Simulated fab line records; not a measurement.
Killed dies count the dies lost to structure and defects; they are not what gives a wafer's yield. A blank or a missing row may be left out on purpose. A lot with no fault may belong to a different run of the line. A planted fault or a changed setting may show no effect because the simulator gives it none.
Chamber matching :: flow nand_harc :: 4 sister chambers for NHARC_P_ZERO_WELL_DESCUM_26 on rie_diel-10
The step chemistry O2, time 3 s. 14 wafers are shown with their chamber, then 7 later ones without.

== WAFERS WITH THEIR CHAMBER ==
wafer: L325.2
chamber: 1
drypump_motor_current_A (A): 5.7
rf_vpp_V (V): 57.5
oes_product_au (a.u.): 1.007

wafer: L325.4
chamber: 2
drypump_motor_current_A (A): 5.3
rf_vpp_V (V): 56.9
oes_product_au (a.u.): 1.010

wafer: L325.5
chamber: 3
drypump_motor_current_A (A): 6.2
rf_vpp_V (V): 56.5
oes_product_au (a.u.): 1.013

wafer: L326.2
chamber: 1
drypump_motor_current_A (A): 5.7
rf_vpp_V (V): 57.8
oes_product_au (a.u.): 1.010

wafer: L326.5
chamber: 1
drypump_motor_current_A (A): 5.6
rf_vpp_V (V): 58.6
oes_product_au (a.u.): 0.996

wafer: L326.6
chamber: 0
drypump_motor_current_A (A): 6.2
rf_vpp_V (V): 59.7
oes_product_au (a.u.): 0.999

wafer: L328.1
chamber: 2
drypump_motor_current_A (A): 5.3
rf_vpp_V (V): 57.7
oes_product_au (a.u.): 1.016

wafer: L328.3
chamber: 3
drypump_motor_current_A (A): 6.1
rf_vpp_V (V): 56.2
oes_product_au (a.u.): 1.005

wafer: L328.4
chamber: 1
drypump_motor_current_A (A): 5.7
rf_vpp_V (V): 58.8
oes_product_au (a.u.): 0.998

wafer: L329.1
chamber: 3
drypump_motor_current_A (A): 6.2
rf_vpp_V (V): 57.5
oes_product_au (a.u.): 1.018

wafer: L329.2
chamber: 2
drypump_motor_current_A (A): 5.3
rf_vpp_V (V): 58.2
oes_product_au (a.u.): 1.028

wafer: L329.5
chamber: 2
drypump_motor_current_A (A): 5.3
rf_vpp_V (V): 58.4
oes_product_au (a.u.): 1.015

wafer: L330.1
chamber: 2
drypump_motor_current_A (A): 5.3
rf_vpp_V (V): 58.8
oes_product_au (a.u.): 1.007

wafer: L330.2
chamber: 1
drypump_motor_current_A (A): 5.7
rf_vpp_V (V): 58.4
oes_product_au (a.u.): 0.995

SIGNATURES (means of the wafers above)
reading: drypump_motor_current_A
chamber 0: 6.200
chamber 1: 5.680
chamber 2: 5.300
chamber 3: 6.167
scatter within a chamber: 0.0383

reading: rf_vpp_V
chamber 0: 59.700
chamber 1: 58.220
chamber 2: 58.000
chamber 3: 56.733
scatter within a chamber: 0.654

reading: oes_product_au
chamber 0: 0.99900
chamber 1: 1.00120
chamber 2: 1.01520
chamber 3: 1.01200
scatter within a chamber: 0.00729
Rule: for each reading, subtract the chamber's mean from the wafer's reading, divide by that reading's scatter and square the result; add these up over the readings and take the root, which gives the wafer's distance from the chamber. The wafer belongs to the nearest chamber; if the next one is less than 2 further off, it can't be placed. How the scatter is found: for the shown wafers, subtract from each reading the mean of its chamber, square and add these, divide the total by (wafers less chambers), then take the root.

== WAFERS WHOSE CHAMBER IS MISSING ==
wafer: L330.3
drypump_motor_current_A (A): 6.1
rf_vpp_V (V): 58.3
oes_product_au (a.u.): 1.002

wafer: L332.2
drypump_motor_current_A (A): 6.2
rf_vpp_V (V): 57.4
oes_product_au (a.u.): 0.992

wafer: L332.3
drypump_motor_current_A (A): 5.7
rf_vpp_V (V): 57.1
oes_product_au (a.u.): 1.012

wafer: L332.6
drypump_motor_current_A (A): 5.3
rf_vpp_V (V): 58.6
oes_product_au (a.u.): 1.010

wafer: L333.2
drypump_motor_current_A (A): 5.7
rf_vpp_V (V): 57.7
oes_product_au (a.u.): 1.003

wafer: L333.4
drypump_motor_current_A (A): 6.2
rf_vpp_V (V): 58.5
oes_product_au (a.u.): 0.995

wafer: L333.6
drypump_motor_current_A (A): 6.2
rf_vpp_V (V): 58.4
oes_product_au (a.u.): 0.995

== EACH ONE'S CHAMBER ==
wafer: L330.3
from the rows above: can't be placed: 3 or 0
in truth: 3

wafer: L332.2
from the rows above: can't be placed: 3 or 0
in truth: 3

wafer: L332.3
from the rows above: 1
in truth: 1

wafer: L332.6
from the rows above: 2
in truth: 2

wafer: L333.2
from the rows above: 1
in truth: 1

wafer: L333.4
from the rows above: can't be placed: 0 or 3
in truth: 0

wafer: L333.6
from the rows above: can't be placed: 0 or 3
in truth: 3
Correctly placed: 3 of 7. These rows do not allow placing 4 (true chamber among the candidates in 4). Number placed wrongly: 0.
